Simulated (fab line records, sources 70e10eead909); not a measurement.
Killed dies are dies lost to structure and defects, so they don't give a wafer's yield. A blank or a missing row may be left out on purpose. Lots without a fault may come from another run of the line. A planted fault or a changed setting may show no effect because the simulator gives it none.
Chamber matching | flow nand_harc | NHARC_A_STAIRCASE_DEP_471 on pecvd-02: 3 sister chambers
The step deposits SiO2, target thk 100 nm. 18 wafers are shown with their chamber, then 9 later ones without.

WAFERS WITH THEIR CHAMBER
wafer  | chamber | heater_power_w (W) | throttle_valve_pct (%)
L079.2 | 2       | 416                | 16.3
L079.4 | 0       | 625                | 16.1
L079.6 | 1       | 668                | 15.8
L084.1 | 1       | 623                | 16.1
L084.3 | 2       | 433                | 15.6
L084.6 | 0       | 613                | 15.7
L085.1 | 2       | 440                | 16.1
L085.3 | 1       | 631                | 16.1
L085.4 | 1       | 625                | 16.0
L089.1 | 0       | 551                | 16.2
L089.2 | 1       | 637                | 16.4
L089.3 | 2       | 425                | 15.7
L089.4 | 0       | 572                | 15.9
L089.5 | 1       | 640                | 16.2
L089.6 | 2       | 424                | 15.6
L090.1 | 2       | 437                | 15.8
L090.2 | 0       | 605                | 16.1
L090.5 | 1       | 587                | 16.3

SIGNATURES (means of the wafers above)
reading            | chamber 0 | chamber 1 | chamber 2 | scatter within a chamber
heater_power_w     | 593.20    | 630.14    | 429.17    | 22.7
throttle_valve_pct | 16.000    | 16.129    | 15.850    | 0.232
Rule: a wafer's distance from a chamber is the root of the sum, over the readings, of the square of ((its reading less the chamber's mean) divided by the reading's scatter). The wafer belongs to the nearest chamber; if the next one is less than 2 further off, it can't be placed. The scatter: the root of (the sum of the squares of (reading less its chamber's mean) over the shown wafers, divided by (wafers less chambers)).

WAFERS WITHOUT THEIR CHAMBER
wafer  | heater_power_w (W) | throttle_valve_pct (%)
L093.1 | 539                | 16.3
L093.3 | 580                | 16.0
L093.4 | 538                | 16.0
L093.2 | 352                | 16.0
L093.5 | 563                | 16.4
L093.6 | 361                | 15.9
L096.4 | 583                | 16.0
L096.5 | 565                | 16.2
L096.6 | 417                | 15.7

WHICH CHAMBER EACH WENT THROUGH
wafer  | from the rows above     | in truth
L093.1 | can't be placed: 0 or 1 | 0
L093.3 | can't be placed: 0 or 1 | 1
L093.4 | can't be placed: 0 or 1 | 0
L093.2 | 2                       | 2
L093.5 | can't be placed: 0 or 1 | 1
L093.6 | 2                       | 2
L096.4 | can't be placed: 0 or 1 | 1
L096.5 | can't be placed: 0 or 1 | 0
L096.6 | 2                       | 2
Placed correctly: 3 of 9. Can't be placed from these rows: 6 (the true chamber is among the candidates in 6). Placed wrongly: 0.
